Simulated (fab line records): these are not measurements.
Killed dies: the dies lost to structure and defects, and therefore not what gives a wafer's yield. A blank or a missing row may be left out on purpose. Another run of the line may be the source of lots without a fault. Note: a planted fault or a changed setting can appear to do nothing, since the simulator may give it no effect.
Matching of chambers / flow n5_finfet / 4 sister chambers for N5_BEOL_M4_ETCH_64 on rie_diel-04
The step etches SOC in N2/H2, target depth 75 nm, overetch 22.5 nm, time 121.9 s. 7 wafers are shown with their chamber, then 7 later ones without.

## EACH WAFER AND ITS CHAMBER
wafer=L078.2; chamber=2; showerhead_plenum_p_Torr (Torr)=2.47; throttle_valve_pct (%)=17.46
wafer=L087.5; chamber=2; showerhead_plenum_p_Torr (Torr)=2.46; throttle_valve_pct (%)=17.53
wafer=L090.2; chamber=0; showerhead_plenum_p_Torr (Torr)=2.70; throttle_valve_pct (%)=17.75
wafer=L090.3; chamber=3; showerhead_plenum_p_Torr (Torr)=2.53; throttle_valve_pct (%)=17.92
wafer=L090.4; chamber=1; showerhead_plenum_p_Torr (Torr)=2.60; throttle_valve_pct (%)=17.96
wafer=L091.3; chamber=0; showerhead_plenum_p_Torr (Torr)=2.70; throttle_valve_pct (%)=17.74
wafer=L091.5; chamber=3; showerhead_plenum_p_Torr (Torr)=2.53; throttle_valve_pct (%)=17.94

## WAFERS WHOSE CHAMBER IS MISSING
wafer=L091.6; showerhead_plenum_p_Torr (Torr)=2.70; throttle_valve_pct (%)=17.75
wafer=L092.2; showerhead_plenum_p_Torr (Torr)=2.53; throttle_valve_pct (%)=17.95
wafer=L092.5; showerhead_plenum_p_Torr (Torr)=2.60; throttle_valve_pct (%)=17.96
wafer=L092.6; showerhead_plenum_p_Torr (Torr)=2.46; throttle_valve_pct (%)=17.55
wafer=L095.2; showerhead_plenum_p_Torr (Torr)=2.53; throttle_valve_pct (%)=17.96
wafer=L095.3; showerhead_plenum_p_Torr (Torr)=2.45; throttle_valve_pct (%)=17.56
wafer=L095.5; showerhead_plenum_p_Torr (Torr)=2.45; throttle_valve_pct (%)=17.56

## EACH ONE'S CHAMBER
wafer=L091.6; from the rows above=0; in truth=0
wafer=L092.2; from the rows above=3; in truth=3
wafer=L092.5; from the rows above=1; in truth=1
wafer=L092.6; from the rows above=2; in truth=2
wafer=L095.2; from the rows above=3; in truth=3
wafer=L095.3; from the rows above=2; in truth=2
wafer=L095.5; from the rows above=2; in truth=2
Correct placement for 7 of the 7. Not placeable from these rows: 0. 0 placed wrongly.
How it was worked out, from the rows above alone: a wafer's distance from a chamber is the root of the sum, over the readings, of the square of ((its reading less the chamber's mean) divided by the reading's scatter). The wafer belongs to the nearest chamber; if the next one is less than 2 further off, it can't be placed. For every chamber, the mean is computed from those of its wafers that are shown. The scatter is the square root of a quotient: the sum, over the shown wafers, of each reading's squared deviation from its chamber's mean, divided by wafers minus chambers.
